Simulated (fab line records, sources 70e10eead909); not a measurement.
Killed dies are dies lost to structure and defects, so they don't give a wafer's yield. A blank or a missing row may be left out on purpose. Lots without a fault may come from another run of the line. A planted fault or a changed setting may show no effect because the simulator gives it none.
fab line records | flow nand_harc
record lots=21 wafers=63 last_day=26
route steps=1159 shown A_CONTACT@881
lots that met no fault: from a run of the same line without faults
start_h: hours from the record's first day to the start of the lot's first wafer shown | wait_h: hours since the lot's step before | " the same as in the row above | L1.1+2: a row that stands for several wafers | - no value, or no start given | * or withheld: withheld | < > ~ a bound
route shown NAME@n: a module of which the file shows steps, and the number in the route of the first | usual: mean/standard deviation of fault-free wafers | same: alike in all rows | chamber/n: place in a boat | sites: the reading at each site | _std_site: their standard deviation | _edge_site: outer sites' mean less inner sites' | radius_mm: how far each site lies from the wafer's centre | mask NAME#n: copy n | behind: the tool/chamber that last shaped the wafer | hold: why the lot was held/for how many hours/how that ended | device: the transistor (n, p or np) that didn't switch | end of line: the same wafers' tests at the end of the route | a step without rows: its recipe alone | killed: dies lost to structure and defects at the first sort, not the wafer's yield | map: a wafer's dies, x killed, . not, _ none there
set.NAME: the setting as run; set.NAME@STEP: as run at that earlier step | model.NAME: the simulator's own value behind a step, which no gauge read
steps of the route over a sample of lots; a table a step, a row a wafer
services: from which hour (start_h, from the record's first day; less than 0 if before it) a tool's chamber was out of use, for how many hours, and why
## steps
# step NHARC_A_CONTACT_ETCH_102
# recipe target_depth_a=700 overetch_a=70 time_s=38.5 ion_energy_ev=100 cf4_flow_sccm=80 o2_flow_sccm=20 ar_flow_sccm=0 rf_w=300 bias_w=100 chemistry=CF4/O2
# usual chamber_pressure_mTorr=30.001/0.027 drypump_motor_current_A=5.6/0.51 oes_product_au=0.999/0.0092 rf_vpp_V=197.8/1.6 showerhead_plenum_p_Torr=1.33/0.068 throttle_valve_pct=13.397/0.009
# columns lot.wafer tool chamber start_h wait_h chamber_pressure_mTorr drypump_motor_current_A oes_product_au rf_hours_counter_h rf_vpp_V showerhead_plenum_p_Torr throttle_valve_pct
L074.4 rie_diel-13 3 390.08 0.1 29.987 5.6 0.986 16 200.3 1.39 13.396
L074.3 " 1 " " 30.008 6.0 0.991 15 197.7 1.35 13.379
L074.5 " 3 " " 29.985 5.6 0.988 - 197.5 1.39 13.383
L075.1 rie_diel-11 3 396.75 0.0 30.018 4.9 0.990 8 196.1 1.26 13.395
L075.3 " 1 " " 29.979 6.4 1.004 9 196.4 1.30 13.396
L075.6 " 3 " " 30.019 4.8 1.003 - 196.7 1.26 13.398
L076.1 rie_diel-11 0 397.59 0.1 30.046 5.9 1.004 9 196.3 1.24 13.400
L076.2 " 3 " " 29.968 4.8 0.996 9 195.4 1.26 13.393
L076.5 " 0 " " 30.016 5.9 1.001 - 195.8 1.24 13.393
L077.1 rie_diel-13 2 423.40 0.1 29.998 6.2 1.005 23 195.2 1.23 13.393
L077.3 " 3 " " 30.032 5.6 0.998 23 198.2 1.39 13.398
L077.5 " 2 " " 30.036 6.2 0.997 - 195.2 1.23 13.394
L080.1 rie_diel-11 2 432.78 0.1 30.008 6.0 0.995 24 197.5 1.31 13.404
L080.4 " 3 " " 30.030 4.8 1.000 25 196.8 1.26 13.389
L080.5 " 3 " " 29.971 4.8 0.991 - 197.3 1.26 13.394
L081.4 rie_diel-08 3 436.73 0.1 30.050 5.1 0.995 43 196.1 1.28 13.394
L081.3 " 1 " " 30.010 5.4 1.002 46 198.6 1.36 13.393
L081.2 " 2 " " 29.992 4.8 0.999 51 198.9 1.39 13.400
L083.2 rie_diel-11 1 438.95 0.1 30.019 6.4 0.996 27 197.2 1.30 13.396
L083.4 " 2 " " 30.024 6.0 0.988 - 197.2 1.31 13.390
L083.5 " 3 " " 30.018 4.8 0.998 - 196.4 1.26 13.394
L082.2 rie_diel-08 2 439.73 0.1 30.006 4.8 0.996 51 199.0 1.39 13.398
L082.3 " 3 " " 30.024 5.1 0.998 44 195.6 1.28 13.392
L082.6 " 0 " " 29.978 5.7 0.997 - 200.4 1.43 13.416
L084.4 rie_diel-13 3 470.22 0.1 30.020 5.6 0.992 1 199.0 1.38 13.384
L084.2 " 0 " " 30.006 5.1 1.010 1 197.3 1.26 13.393
L084.6 " 2 " " 29.978 6.2 1.017 - 200.5 1.45 13.415
L085.3 rie_diel-08 3 475.17 0.1 29.943 5.1 0.983 57 195.4 1.27 13.391
L085.4 " 1 " " 30.048 5.4 0.997 60 198.6 1.36 13.393
L085.5 " 3 " " 30.005 5.1 0.993 - 196.6 1.27 13.400
L088.3 rie_diel-13 1 475.60 0.1 30.015 6.1 0.995 2 199.1 1.35 13.401
L088.1 " 3 " " 30.013 5.6 0.990 2 198.4 1.38 13.387
L088.6 " 0 " " 29.998 5.1 1.013 - 196.7 1.26 13.398
L091.4 rie_diel-11 2 480.90 0.1 29.974 6.0 0.976 41 197.5 1.31 13.388
L091.3 " 3 " " 29.966 4.8 0.994 42 196.0 1.25 13.400
L091.2 " 0 " " 29.940 5.9 1.003 42 196.6 1.24 13.390
L087.3 rie_diel-11 3 493.62 0.1 29.998 4.8 0.988 50 196.8 1.25 13.402
L087.2 " 0 " " 30.012 5.9 0.997 49 195.7 1.24 13.392
L087.5 " 0 " " 30.023 5.9 0.993 - 196.9 1.24 13.400
L089.2 rie_diel-13 0 499.24 0.1 30.019 5.1 1.003 6 196.3 1.26 13.380
L089.4 " 2 " " 29.961 6.2 1.013 6 199.4 1.44 13.399
L089.3 " 3 " " 29.998 5.6 0.998 6 198.7 1.38 13.403
L092.2 rie_diel-13 1 504.31 0.1 30.029 6.0 1.002 5 197.8 1.35 13.394
L092.4 " 2 " " 30.039 6.2 1.024 6 201.7 1.44 13.391
L092.5 " 1 " " 29.988 6.0 1.003 - 198.8 1.35 13.418
L090.2 rie_diel-13 1 509.42 0.1 29.985 6.1 0.999 7 198.0 1.35 13.390
L090.1 " 2 " " 30.027 6.2 1.024 7 198.8 1.44 13.401
L090.5 " 0 " " 29.986 5.1 1.016 - 195.5 1.26 13.387
L093.3 rie_diel-08 0 514.59 0.1 30.042 5.7 1.001 7 200.0 1.43 13.390
L093.4 " 3 " " 29.995 5.1 1.004 9 196.7 1.27 13.411
L093.6 " 1 " " 30.031 5.4 1.008 - 198.2 1.36 13.401
L094.2 rie_diel-11 3 514.68 0.1 30.001 4.8 0.988 57 196.8 1.25 13.404
L094.3 " 0 " " 29.984 5.9 1.000 57 196.4 1.23 13.407
L094.1 " 2 " " 29.993 6.0 0.987 55 197.8 1.30 13.388
L086.2 rie_diel-08 2 516.86 0.1 29.996 4.9 0.991 10 197.6 1.39 13.404
L086.1 " 3 " " 30.013 5.1 1.003 9 196.6 1.27 13.391
L086.6 " 2 " " 29.946 4.8 0.994 - 199.4 1.39 13.382
L096.2 rie_diel-13 3 526.56 0.1 30.012 5.6 1.010 13 198.9 1.38 13.389
L096.4 " 0 " " 30.014 5.1 1.006 13 196.8 1.26 13.411
L096.1 " 1 " " 30.060 6.0 0.997 12 197.9 1.34 13.403
L097.2 rie_diel-13 1 529.35 0.1 30.036 6.1 0.991 13 197.3 1.34 13.403
L097.3 " 2 " " 30.009 6.2 1.021 13 199.5 1.44 13.380
L097.5 " 2 " " 29.977 6.2 1.016 - 200.1 1.44 13.412
# step NHARC_A_CONTACT_OVL_MEAS_70
# usual overlay_x_nm=-0.3/0.85 overlay_y_nm=-0.1/0.84
# columns lot.wafer tool chamber start_h wait_h overlay_x_nm overlay_y_nm
L074.3 overlay-01 - 395.32 - 1.2 -1.5
L074.4 " - " " 1.5 -1.0
L074.5 " - " " 1.6 -0.4
L075.1 overlay-02 - 401.04 - 0.2 1.1
L075.3 " - " " 0.1 0.9
L075.6 " - " " -0.1 1.3
L076.1 overlay-02 - 402.37 - -0.5 0.4
L076.2 " - " " -1.2 -0.2
L076.5 " - " " -1.1 0.2
L077.1 overlay-01 - 427.98 - -0.1 0.1
L077.3 " - " " -0.8 -0.4
L077.5 " - " " -0.3 0.4
L080.1 overlay-02 - 436.60 - -0.2 -0.3
L080.4 " - " " 0.4 0.6
L080.5 " - " " -0.2 0.7
L081.2 overlay-01 - 439.79 - 0.4 0.0
L081.3 " - " " 0.5 -0.8
L081.4 " - " " 0.2 -0.7
L083.2 overlay-02 - 444.14 - -1.4 1.0
L083.4 " - " " -1.5 0.5
L083.5 " - " " -1.2 0.8
L082.2 overlay-02 - 445.05 - 0.5 -1.5
L082.3 " - " " 0.6 -0.6
L082.6 " - " " 0.7 -0.8
L084.2 overlay-02 - 473.43 - 0.0 0.2
L084.4 " - " " -0.3 0.4
L084.6 " - " " -0.3 0.4
L085.3 overlay-02 - 480.27 - -1.2 -0.1
L085.4 " - " " -1.2 0.6
L085.5 " - " " -1.2 0.0
L088.1 overlay-01 - 481.86 - 0.4 -0.2
L088.3 " - " " 0.8 -0.1
L088.6 " - " " 0.4 0.0
L091.2 overlay-02 - 489.12 - 0.5 -1.2
L091.3 " - " " 0.5 -1.7
L091.4 " - " " 1.0 -1.8
L087.2 overlay-02 - 496.94 - -0.8 -1.4
L087.3 " - " " -1.2 -1.5
L087.5 " - " " -0.4 -1.1
L089.2 overlay-01 - 504.74 - -0.3 -1.3
L089.3 " - " " -0.2 -0.3
L089.4 " - " " 0.2 -0.4
L092.2 overlay-02 - 510.03 - -0.3 0.3
L092.4 " - " " 0.4 -0.4
L092.5 " - " " -0.1 -0.8
L090.1 overlay-01 - 514.81 - -0.8 -0.4
L090.2 " - " " -1.1 -0.6
L090.5 " - " " -1.0 -0.3
L094.1 overlay-01 - 517.76 - -1.0 -0.6
L094.2 " - " " -1.1 -0.7
L094.3 " - " " -0.4 -1.2
L093.3 overlay-02 - 517.96 - 0.0 0.3
L093.4 " - " " -0.1 0.7
L093.6 " - " " 0.2 0.7
L086.1 overlay-01 - 520.10 - 0.0 1.0
L086.2 " - " " -0.2 1.6
L086.6 " - " " -0.1 1.7
L096.1 overlay-02 - 531.63 - -0.6 -0.7
L096.2 " - " " 0.4 -0.4
L096.4 " - " " 0.0 -0.8
L097.2 overlay-01 - 533.51 - 0.8 1.0
L097.3 " - " " 0.2 0.6
L097.5 " - " " 0.4 0.2
# step NHARC_A_CONTACT_ETCH_76
# recipe target_depth_a=2600 over_etch_frac=0.3 time_s=475.3 ion_energy_ev=200 n2_flow_sccm=150 h2_flow_sccm=150 ar_flow_sccm=0 rf_w=400 bias_w=150 chemistry=N2/H2
# usual chamber_pressure_mTorr=29.998/0.028 drypump_motor_current_A=5.7/0.48 n2_flow_sccm=150.0/0.44 oes_product_au=1.000/0.0095 rf_vpp_V=430/3 showerhead_plenum_p_Torr=2.02/0.11 throttle_valve_pct=14.172/0.0086
# columns lot.wafer tool chamber start_h wait_h chamber_pressure_mTorr drypump_motor_current_A n2_flow_sccm oes_product_au rf_hours_counter_h rf_vpp_V showerhead_plenum_p_Torr throttle_valve_pct
L074.3 rie_diel-13 1 - - 29.963 6.0 150.6 0.992 17 432 2.06 14.169
L074.4 " 0 " " 30.040 5.1 150.3 0.996 17 428 1.93 14.168
L074.5 " 2 " " 30.016 6.2 149.8 1.005 - 425 1.88 14.166
L075.3 rie_diel-13 3 - - 29.990 5.6 149.7 0.998 19 432 2.12 14.179
L075.1 " 0 " " 30.023 5.1 150.2 0.991 19 428 1.93 14.168
L075.6 " 3 " " 30.031 5.6 149.8 0.991 - 431 2.12 14.168
L076.2 rie_diel-11 0 - - 29.979 5.9 150.8 1.000 12 427 1.89 14.170
L076.1 " 1 " " 29.974 6.4 150.4 1.001 12 427 1.98 14.174
L076.5 " 3 " " 29.990 4.8 150.2 0.999 - 426 1.92 14.181
L077.1 rie_diel-13 1 - - 30.002 6.0 149.5 0.995 24 431 2.06 14.173
L077.3 " 2 " " 29.949 6.2 149.5 1.016 24 425 1.88 14.176
L077.5 " 0 " " 30.001 5.2 149.1 0.995 - 428 1.93 14.165
L080.4 rie_diel-13 1 - - 29.959 6.0 149.7 0.990 28 432 2.06 14.161
L080.1 " 2 " " 30.000 6.2 150.1 1.016 27 425 1.87 14.169
L080.5 " 3 " " 29.981 5.6 150.2 0.992 - 432 2.12 14.183
L081.2 rie_diel-13 3 - - 30.037 5.6 150.0 0.995 28 434 2.12 14.166
L081.3 " 0 " " 29.980 5.1 149.8 0.993 28 428 1.93 14.163
L081.4 " 1 " " 29.977 6.0 150.3 1.001 28 430 2.06 14.180
L083.2 rie_diel-13 0 - - 30.024 5.1 150.3 0.990 28 427 1.93 14.164
L083.4 " 2 " " 29.972 6.2 150.0 1.013 29 425 1.87 14.173
L083.5 " 0 " " 30.013 5.1 149.6 1.005 - 426 1.93 14.187
L082.2 rie_diel-11 2 - - 29.985 6.0 149.4 1.000 29 430 2.00 14.158
L082.3 " 0 " " 29.950 5.9 149.9 0.993 31 426 1.89 14.169
L082.6 " 1 " " 29.982 6.4 150.8 0.994 - 431 1.98 14.165
L084.2 rie_diel-13 3 - - 29.990 5.6 150.0 1.007 2 432 2.12 14.171
L084.4 " 0 " " 30.007 5.1 149.7 1.012 1 427 1.93 14.180
L084.6 " 3 " " 29.960 5.6 149.6 0.994 - 433 2.12 14.157
L085.3 rie_diel-11 0 - - 30.015 5.9 150.3 1.002 42 426 1.88 14.169
L085.4 " 1 " " 29.969 6.4 150.0 0.999 43 428 1.97 14.173
L085.5 " 3 " " 30.033 4.8 150.2 1.003 - 427 1.91 14.169
L088.1 rie_diel-13 1 - - 29.996 6.1 149.9 0.993 3 430 2.06 14.170
L088.3 " 2 " " 29.987 6.2 149.3 1.010 4 435 2.22 14.173
L088.6 " 3 " " 29.994 5.6 149.5 1.000 - 432 2.12 14.175
L091.4 rie_diel-08 3 - - 29.940 5.1 149.5 1.003 0 428 1.94 14.169
L091.2 " 1 " " 29.989 5.4 150.8 0.987 0 432 2.08 14.178
L091.3 " 2 " " 29.979 4.9 150.0 1.001 0 433 2.13 14.184
L087.2 rie_diel-11 0 - - 30.025 5.9 150.3 0.991 51 425 1.88 14.179
L087.3 " 2 " " 30.003 6.0 149.7 0.990 50 429 1.99 14.182
L087.5 " 0 " " 29.970 5.9 149.6 0.991 - 427 1.88 14.184
L089.2 rie_diel-13 3 - - 29.941 5.6 150.5 1.006 7 433 2.12 14.174
L089.3 " 0 " " 30.018 5.1 150.4 1.006 6 427 1.92 14.166
L089.4 " 1 " " 30.025 5.9 150.1 1.004 6 431 2.06 14.174
L092.4 rie_diel-13 2 - - 30.012 6.2 150.3 1.018 7 436 2.22 14.168
L092.2 " 3 " " 29.956 5.6 149.7 0.999 8 432 2.12 14.190
L092.5 " 1 " " 30.013 6.0 150.6 1.002 - 431 2.06 14.178
L090.1 rie_diel-13 1 - - 29.971 6.1 150.2 0.998 8 431 2.06 14.176
L090.2 " 2 " " 30.004 6.2 149.8 1.015 9 434 2.21 14.169
L090.5 " 1 " " 29.955 6.1 150.7 1.005 - 432 2.06 14.178
L094.2 rie_diel-11 3 - - 30.070 4.8 149.7 0.993 58 427 1.90 14.174
L094.3 " 0 " " 29.977 5.9 150.1 0.990 58 425 1.88 14.171
L094.1 " 2 " " 30.032 6.0 149.4 0.978 56 430 1.99 14.169
L093.4 rie_diel-13 0 - - 30.019 5.1 150.1 1.004 10 427 1.92 14.168
L093.3 " 3 " " 29.988 5.6 150.2 0.999 11 433 2.11 14.178
L093.6 " 1 " " 30.048 6.0 150.4 1.004 - 432 2.06 14.164
L086.1 rie_diel-13 3 - - 30.011 5.6 150.1 0.996 11 432 2.11 14.171
L086.2 " 2 " " 30.001 6.2 149.1 1.014 11 433 2.21 14.180
L086.6 " 3 " " 29.962 5.6 150.3 0.995 - 433 2.11 14.179
L096.1 rie_diel-13 3 - - 29.967 5.6 150.0 1.002 14 433 2.11 14.175
L096.2 " 1 " " 30.028 6.1 150.4 1.001 13 431 2.06 14.170
L096.4 " 2 " " 30.021 6.2 149.6 1.010 14 436 2.21 14.177
L097.2 rie_diel-13 1 - - 30.022 6.1 150.2 0.995 14 430 2.06 14.183
L097.3 " 3 " " 29.976 5.6 150.4 1.008 15 433 2.11 14.174
L097.5 " 2 " " 30.039 6.2 150.1 1.015 - 434 2.21 14.168
# step NHARC_A_CONTACT_ETCH_126
# recipe source_w=withheld pressure_mtorr=20 bias_v=1200 time_s=155 target_depth_a=9560 ar_flow_sccm=withheld c4f8_flow_sccm=withheld o2_flow_sccm=withheld chemistry=C4F8/O2/Ar
# usual chamber_pressure_mTorr=20.002/0.018
# columns lot.wafer tool chamber start_h wait_h chamber_pressure_mTorr rf_hours_counter_h
L074.3 har_cap_etch-01 1 397.11 0.2 20.015 -
L074.4 " 0 " " 19.985 -
L074.5 " 0 " " 19.990 -
L075.1 har_cap_etch-03 0 402.83 0.1 20.020 84
L075.3 " 0 " " 19.990 -
L075.6 " 0 " " 20.001 -
L076.2 har_cap_etch-02 1 404.10 0.2 19.983 12
L076.1 " 0 " " 20.013 12
L076.5 " 0 " " 19.996 -
L077.1 har_cap_etch-02 0 429.79 0.1 19.996 16
L077.3 " 1 " " 20.009 -
L077.5 " 0 " " 20.015 -
L080.1 har_cap_etch-01 1 438.28 0.2 20.023 62
L080.4 " 1 " " 20.001 -
L080.5 " 1 " " 19.991 -
L081.2 har_cap_etch-03 0 441.35 0.1 20.011 92
L081.4 " 0 " " 20.022 -
L081.3 " 1 " " 20.027 -
L083.2 har_cap_etch-01 0 445.85 0.2 20.013 63
L083.4 " 1 " " 19.990 -
L083.5 " 0 " " 20.016 -
L082.2 har_cap_etch-02 0 446.77 0.2 19.980 20
L082.3 " 1 " " 20.048 -
L082.6 " 0 " " 20.023 -
L084.2 har_cap_etch-01 1 475.13 0.2 19.988 67
L084.4 " 0 " " 19.989 -
L084.6 " 0 " " 20.017 -
L085.4 har_cap_etch-02 0 482.09 0.1 19.999 -
L085.3 " 1 " " 20.002 -
L085.5 " 0 " " 19.991 -
L088.1 har_cap_etch-01 0 483.45 0.1 20.006 68
L088.3 " 1 " " 19.946 -
L088.6 " 1 " " 20.015 -
L091.2 har_cap_etch-02 1 490.68 0.1 20.000 25
L091.3 " 1 " " 20.003 -
L091.4 " 0 " " 20.016 -
L087.2 har_cap_etch-02 0 498.65 0.2 19.994 27
L087.3 " 1 " " 20.004 -
L087.5 " 0 " " 20.004 -
L089.2 har_cap_etch-01 0 506.41 0.2 19.972 72
L089.4 " 0 " " 20.004 -
L089.3 " 1 " " 20.022 -
L092.2 har_cap_etch-03 0 512.06 0.1 20.016 101
L092.4 " 1 " " 20.000 -
L092.5 " 0 " " 20.005 -
L090.1 har_cap_etch-01 1 516.37 0.1 19.998 76
L090.2 " 0 " " 19.990 76
L090.5 " 0 " " 19.996 -
L094.2 har_cap_etch-01 1 519.32 0.1 19.991 77
L094.1 " 0 " " 20.003 77
L094.3 " 1 " " 19.994 -
L093.4 har_cap_etch-02 1 519.64 0.1 20.004 -
L093.3 " 0 " " 20.003 -
L093.6 " 0 " " 19.970 -
L086.1 har_cap_etch-03 0 521.78 0.2 19.988 104
L086.2 " 1 " " 19.995 104
L086.6 " 1 " " 19.989 -
L096.1 har_cap_etch-02 1 533.30 0.2 19.979 36
L096.2 " 0 " " 20.001 36
L096.4 " 0 " " 20.029 -
L097.2 har_cap_etch-03 0 535.07 0.1 19.993 107
L097.3 " 1 " " 19.994 -
L097.5 " 0 " " 20.019 -
# step NHARC_A_CONTACT_ETCH_127
# recipe source_w=withheld pressure_mtorr=20 bias_v=1200 time_s=155 target_depth_a=9560 ar_flow_sccm=withheld c4f8_flow_sccm=withheld o2_flow_sccm=withheld chemistry=C4F8/O2/Ar
# usual chamber_pressure_mTorr=20.000/0.016
# columns lot.wafer tool chamber start_h wait_h chamber_pressure_mTorr rf_hours_counter_h
L074.3 har_cap_etch-01 1 397.30 0.2 20.013 -
L074.4 " 0 " " 20.034 -
L074.5 " 0 " " 20.029 -
L075.1 har_cap_etch-03 0 402.97 0.1 19.993 84
L075.3 " 0 " " 20.000 -
L075.6 " 0 " " 19.989 -
L076.2 har_cap_etch-02 1 404.29 0.2 19.993 12
L076.1 " 0 " " 20.012 12
L076.5 " 0 " " 20.014 -
L077.1 har_cap_etch-02 0 429.98 0.2 19.986 16
L077.3 " 1 " " 19.984 -
L077.5 " 0 " " 20.003 -
L080.1 har_cap_etch-01 1 438.47 0.2 19.996 62
L080.4 " 1 " " 19.996 -
L080.5 " 1 " " 20.010 -
L081.2 har_cap_etch-03 0 441.49 0.1 19.961 92
L081.4 " 0 " " 20.039 -
L081.3 " 1 " " 19.998 -
L083.2 har_cap_etch-01 0 446.04 0.2 20.006 64
L083.4 " 1 " " 19.980 -
L083.5 " 0 " " 19.990 -
L082.2 har_cap_etch-02 0 446.96 0.2 20.008 20
L082.3 " 1 " " 20.007 -
L082.6 " 0 " " 20.031 -
L084.2 har_cap_etch-01 1 475.32 0.2 19.969 67
L084.4 " 0 " " 20.004 -
L084.6 " 0 " " 19.993 -
L085.4 har_cap_etch-02 0 482.23 0.1 20.019 -
L085.3 " 1 " " 20.014 -
L085.5 " 0 " " 19.976 -
L088.1 har_cap_etch-01 0 483.59 0.1 19.985 68
L088.3 " 1 " " 19.997 -
L088.6 " 1 " " 19.997 -
L091.2 har_cap_etch-02 1 490.82 0.1 19.999 25
L091.3 " 1 " " 19.980 -
L091.4 " 0 " " 20.002 -
L087.2 har_cap_etch-02 0 498.84 0.2 20.015 27
L087.3 " 1 " " 19.991 -
L087.5 " 0 " " 20.008 -
L089.2 har_cap_etch-01 0 506.60 0.2 20.008 72
L089.4 " 0 " " 19.984 -
L089.3 " 1 " " 20.019 -
L092.2 har_cap_etch-03 0 512.20 0.1 20.006 101
L092.4 " 1 " " 19.985 -
L092.5 " 0 " " 19.995 -
L090.1 har_cap_etch-01 1 516.51 0.1 20.003 76
L090.2 " 0 " " 19.997 76
L090.5 " 0 " " 19.982 -
L094.2 har_cap_etch-01 1 519.46 0.1 20.015 77
L094.1 " 0 " " 19.995 77
L094.3 " 1 " " 19.990 -
L093.4 har_cap_etch-02 1 519.78 0.1 19.991 -
L093.3 " 0 " " 20.005 -
L093.6 " 0 " " 19.979 -
L086.1 har_cap_etch-03 0 521.97 0.2 19.986 104
L086.2 " 1 " " 19.979 104
L086.6 " 1 " " 19.983 -
L096.1 har_cap_etch-02 1 533.49 0.2 20.009 36
L096.2 " 0 " " 19.981 36
L096.4 " 0 " " 20.023 -
L097.2 har_cap_etch-03 0 535.21 0.1 19.979 107
L097.3 " 1 " " 19.995 -
L097.5 " 0 " " 19.974 -
# step NHARC_A_CONTACT_ETCH_97
# recipe target_depth_a=200 over_etch_frac=0.5 time_s=10 ion_energy_ev=250 c4f6_flow_sccm=25 o2_flow_sccm=20 ar_flow_sccm=500 rf_w=600 bias_w=500 chemistry=C4F6/O2
# usual c4f6_flow_sccm=25.00/0.075 chamber_pressure_mTorr=30.001/0.027 drypump_motor_current_A=5.7/0.51 oes_product_au=0.960/0.02 rf_vpp_V=546/3.9 showerhead_plenum_p_Torr=3.90/0.18 throttle_valve_pct=26.903/0.0095
# columns lot.wafer tool chamber start_h wait_h c4f6_flow_sccm chamber_pressure_mTorr drypump_motor_current_A oes_product_au rf_hours_counter_h rf_vpp_V showerhead_plenum_p_Torr throttle_valve_pct
L074.4 rie_diel-08 1 - - 25.05 29.962 5.4 0.998 29 550 4.01 26.910
L074.3 " 0 " " 25.00 30.028 5.7 1.004 33 553 4.21 26.923
L074.5 " 2 " " 25.05 30.018 4.8 0.995 - 551 4.09 26.904
L075.3 rie_diel-13 1 - - 24.81 29.992 6.0 0.926 20 546 3.96 26.909
L075.1 " 0 " " 24.95 30.010 5.1 0.936 20 543 3.74 26.897
L075.6 " 1 " " 24.98 30.019 6.0 0.928 - 549 3.96 26.895
L076.2 rie_diel-08 0 - - 24.95 30.006 5.7 0.953 37 553 4.20 26.908
L076.1 " 1 " " 25.13 30.009 5.4 0.956 32 548 4.01 26.885
L076.5 " 0 " " 25.03 29.994 5.7 0.957 - 553 4.20 26.895
L077.1 rie_diel-08 0 - - 24.94 29.960 5.7 0.937 48 552 4.20 26.911
L077.3 " 1 " " 25.08 29.942 5.4 0.963 43 549 4.00 26.895
L077.5 " 0 " " 25.07 29.970 5.7 0.947 - 552 4.20 26.892
L080.1 rie_diel-11 2 440.60 0.3 25.02 30.032 6.0 0.951 27 547 3.85 26.895
L080.4 " 1 " " 25.01 29.969 6.4 0.958 - 544 3.82 26.903
L080.5 " 2 " " 24.92 29.970 6.0 0.949 - 546 3.85 26.916
L081.3 rie_diel-13 2 - - 25.14 29.979 6.2 0.956 29 541 3.64 26.901
L081.2 " 3 " " 24.89 30.032 5.6 0.944 28 549 4.06 26.915
L081.4 " 1 " " 25.09 30.038 6.1 0.939 29 546 3.96 26.890
L083.2 rie_diel-13 1 - - 24.97 30.070 6.1 0.969 30 547 3.96 26.925
L083.4 " 2 " " 25.01 30.017 6.2 0.983 29 541 3.64 26.908
L083.5 " 2 " " 25.11 30.042 6.2 0.979 - 542 3.64 26.898
L082.3 rie_diel-11 2 - - 25.05 29.976 6.0 0.949 30 544 3.85 26.904
L082.2 " 1 " " 25.09 29.990 6.4 0.933 31 544 3.82 26.913
L082.6 " 2 " " 25.01 29.984 6.0 0.949 - 545 3.85 26.902
L084.2 rie_diel-11 0 - - 25.03 30.016 5.9 0.940 41 540 3.66 26.893
L084.4 " 2 " " 25.11 30.035 6.0 0.936 39 546 3.84 26.897
L084.6 " 1 " " 24.97 30.007 6.4 0.934 - 544 3.81 26.910
L085.3 rie_diel-13 0 - - 24.88 30.016 5.1 0.967 3 543 3.73 26.890
L085.4 " 2 " " 25.15 29.975 6.3 0.954 4 553 4.22 26.906
L085.5 " 1 " " 25.06 30.019 6.1 0.942 - 547 3.96 26.901
L088.3 rie_diel-13 1 - - 24.98 30.009 6.0 0.933 3 547 3.96 26.903
L088.1 " 3 " " 25.03 30.020 5.6 0.952 4 549 4.05 26.910
L088.6 " 1 " " 24.96 30.042 6.1 0.938 - 547 3.96 26.884
L091.3 rie_diel-13 1 - - 25.09 30.045 6.1 0.951 4 547 3.96 26.894
L091.2 " 2 " " 25.02 30.015 6.2 0.948 5 552 4.22 26.918
L091.4 " 3 " " 25.04 30.007 5.6 0.943 6 550 4.05 26.905
L087.2 rie_diel-13 2 - - 25.01 30.020 6.2 0.955 6 553 4.22 26.889
L087.3 " 3 " " 25.05 30.010 5.6 0.941 6 551 4.05 26.907
L087.5 " 3 " " 24.96 29.991 5.6 0.950 - 548 4.05 26.911
L089.4 rie_diel-13 2 - - 24.93 29.989 6.2 0.961 7 552 4.22 26.888
L089.2 " 3 " " 25.03 29.995 5.6 0.934 8 548 4.05 26.892
L089.3 " 0 " " 24.97 30.038 5.1 0.955 7 544 3.73 26.907
L092.4 rie_diel-11 2 - - 24.91 29.961 6.1 0.935 55 544 3.84 26.901
L092.2 " 0 " " 24.98 30.032 6.0 0.982 57 540 3.65 26.910
L092.5 " 2 " " 25.07 30.021 6.1 0.939 - 544 3.84 26.904
L090.2 rie_diel-13 1 - - 24.88 29.988 6.1 0.947 9 548 3.95 26.902
L090.1 " 3 " " 25.06 30.004 5.6 0.973 11 548 4.05 26.908
L090.5 " 1 " " 24.93 30.043 6.0 0.946 - 548 3.95 26.911
L094.1 rie_diel-11 3 - - 24.98 29.964 4.8 0.930 59 542 3.69 26.903
L094.3 " 0 " " 24.90 30.034 5.9 0.951 59 542 3.65 26.899
L094.2 " 1 " " 25.05 30.017 6.4 0.943 58 543 3.80 26.911
L093.3 rie_diel-11 1 - - 24.96 29.961 6.4 0.941 58 543 3.80 26.894
L093.4 " 2 " " 24.97 29.985 6.0 0.937 58 545 3.83 26.890
L093.6 " 0 " " 24.97 30.023 6.0 0.968 - 542 3.65 26.907
L086.1 rie_diel-13 0 - - 25.03 29.988 5.2 0.957 12 544 3.72 26.917
L086.2 " 1 " " 24.98 30.017 6.0 0.946 11 548 3.95 26.897
L086.6 " 0 " " 24.91 30.011 5.1 0.964 - 543 3.72 26.915
L096.4 rie_diel-08 3 - - 25.11 29.995 5.1 0.997 18 542 3.74 26.904
L096.1 " 0 " " 24.98 29.998 5.7 1.011 16 552 4.18 26.893
L096.2 " 1 " " 25.01 29.968 5.4 0.995 17 547 3.98 26.904
L097.2 rie_diel-13 3 - - 25.11 30.016 5.6 0.944 15 549 4.05 26.906
L097.3 " 1 " " 25.04 29.989 6.1 0.959 15 547 3.95 26.898
L097.5 " 3 " " 24.95 30.028 5.6 0.953 - 549 4.05 26.903
## services
# columns tool chamber start_h hours kind
har_cap_etch-01 - 367.74 0.2 repair
rie_diel-11 - 368.08 9.0 pm
rie_diel-08 3 368.91 2.4 repair
har_cap_etch-01 - 380.24 0.8 repair
rie_diel-13 0 383.06 - clean
rie_diel-13 1 383.06 - clean
rie_diel-13 2 383.06 - clean
rie_diel-13 3 383.06 - clean
rie_diel-13 0 407.58 - clean
rie_diel-13 1 407.58 - clean
rie_diel-13 2 407.58 - clean
rie_diel-13 3 407.58 - clean
rie_diel-13 0 432.13 - clean
rie_diel-13 1 432.13 - clean
rie_diel-13 2 432.13 - clean
rie_diel-13 3 432.13 - clean
rie_diel-13 - 453.08 9.0 pm
rie_diel-13 0 453.08 9.0 vent_cycle
rie_diel-13 1 453.08 9.0 vent_cycle
har_cap_etch-01 - 461.43 0.5 repair
har_cap_etch-03 - 467.09 0.3 repair
rie_diel-08 - 480.12 9.0 pm
rie_diel-11 1 492.62 4.0 repair
rie_diel-13 0 526.94 4.7 repair
## key
fault none
